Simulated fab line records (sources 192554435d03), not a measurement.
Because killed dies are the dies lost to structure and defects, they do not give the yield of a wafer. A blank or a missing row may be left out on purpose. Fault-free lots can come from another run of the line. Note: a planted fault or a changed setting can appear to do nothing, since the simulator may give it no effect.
Chamber matching / flow n5-finfet / 3 sister chambers for N5_BEOL_M9_STRIP_67 on rie-diel-05
The step strips in CF4. 6 wafers are shown with their chamber, then 5 later ones without.

## WAFERS WITH THEIR CHAMBER
wafer=L083.6; chamber=0; showerhead-plenum-p-Torr (Torr)=1.71; drypump-motor-current-A (A)=6.0
wafer=L090.1; chamber=2; showerhead-plenum-p-Torr (Torr)=1.83; drypump-motor-current-A (A)=5.5
wafer=L090.3; chamber=1; showerhead-plenum-p-Torr (Torr)=1.66; drypump-motor-current-A (A)=5.6
wafer=L090.6; chamber=0; showerhead-plenum-p-Torr (Torr)=1.71; drypump-motor-current-A (A)=6.0
wafer=L093.1; chamber=2; showerhead-plenum-p-Torr (Torr)=1.82; drypump-motor-current-A (A)=5.5
wafer=L093.4; chamber=1; showerhead-plenum-p-Torr (Torr)=1.66; drypump-motor-current-A (A)=5.7

## WAFERS WITHOUT THEIR CHAMBER
wafer=L093.6; showerhead-plenum-p-Torr (Torr)=1.82; drypump-motor-current-A (A)=5.6
wafer=L096.1; showerhead-plenum-p-Torr (Torr)=1.82; drypump-motor-current-A (A)=5.6
wafer=L096.5; showerhead-plenum-p-Torr (Torr)=1.82; drypump-motor-current-A (A)=5.6
wafer=L095.3; showerhead-plenum-p-Torr (Torr)=1.91; drypump-motor-current-A (A)=6.1
wafer=L095.5; showerhead-plenum-p-Torr (Torr)=1.91; drypump-motor-current-A (A)=6.0

## THE CHAMBER EACH PASSED THROUGH
wafer=L093.6; from the rows above=2; in truth=2
wafer=L096.1; from the rows above=2; in truth=2
wafer=L096.5; from the rows above=2; in truth=2
wafer=L095.3; from the rows above=2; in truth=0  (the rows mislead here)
wafer=L095.5; from the rows above=2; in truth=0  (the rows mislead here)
Placed correctly: 3 of 5. Can't be placed from these rows: 0. 2 placed wrongly.
How it was worked out, from the rows above alone: a wafer's distance from a chamber is the root of the sum, over the readings, of the square of ((its reading less the chamber's mean) divided by the reading's scatter). The wafer belongs to the nearest chamber; if the next one is less than 2 further off, it can't be placed. For every chamber, the mean is computed from those of its wafers that are shown. The scatter: the root of (the sum of the squares of (reading less its chamber's mean) over the shown wafers, divided by (wafers less chambers)).
